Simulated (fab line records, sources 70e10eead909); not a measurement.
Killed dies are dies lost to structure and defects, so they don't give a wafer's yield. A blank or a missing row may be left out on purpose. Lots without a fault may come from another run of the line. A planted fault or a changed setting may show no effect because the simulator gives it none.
One fault seen from 2 desks | flow nand_harc | each desk has only its own numbers; what lay behind them comes last

THE TOOL OWNER'S DESK: har_cap_etch-01
The tool's own readings at NHARC_A_CONTACT_ETCH_126 (etches the open film in C4F8/O2/Ar, time 155 s, target depth 956 nm): means of the sampled wafers that have a number, for each lot that ran on this tool. A lot is out of limits, marked OUT, if its mean lies more than 4 standard deviations from the usual mean; the brackets give that distance.
Columns: A = chamber_pressure_mTorr at NHARC_A_CONTACT_ETCH_126, usual 20.001 mTorr; B = oes_air_line_au at NHARC_A_CONTACT_ETCH_126, usual 1.001 a.u.
lot  | first seen here | A      | B
L588 | day 19 05:11    | 20.007 | 1.007
L603 | day 22 09:37    | 20.015 | 0.993
L606 | day 22 14:47    | 20.020 | 1.021
This desk's finding: nothing out of limits on any of the 3 lots.

THE DEFECT DESK
What the inspections along the route counted, lot by lot: means of the sampled wafers that have a number. A lot is out of limits, marked OUT, if its mean lies more than 4 standard deviations from the usual mean; the brackets give that distance.
Columns: A = raw_defect_count at NHARC_A_CONTACT_INSPECT_71, usual 27
lot  | first seen here | A
L584 | day 17 00:40    | 8
L587 | day 17 02:19    | 16
L588 | day 19 03:27    | 6
L595 | day 19 13:25    | 29
L594 | day 20 12:44    | 27
L600 | day 20 17:20    | 34
L598 | day 21 03:38    | 18
L602 | day 21 18:49    | 39
L603 | day 22 07:52    | 53
L604 | day 22 08:49    | 17
L605 | day 22 12:42    | 33
L606 | day 22 12:58    | 16
This desk's finding: nothing out of limits on any of the 12 lots.

PUT TOGETHER
The tool owner's desk saw nothing out of limits.
The defect desk saw nothing out of limits.

WHAT THE SIMULATOR HAD PUT IN
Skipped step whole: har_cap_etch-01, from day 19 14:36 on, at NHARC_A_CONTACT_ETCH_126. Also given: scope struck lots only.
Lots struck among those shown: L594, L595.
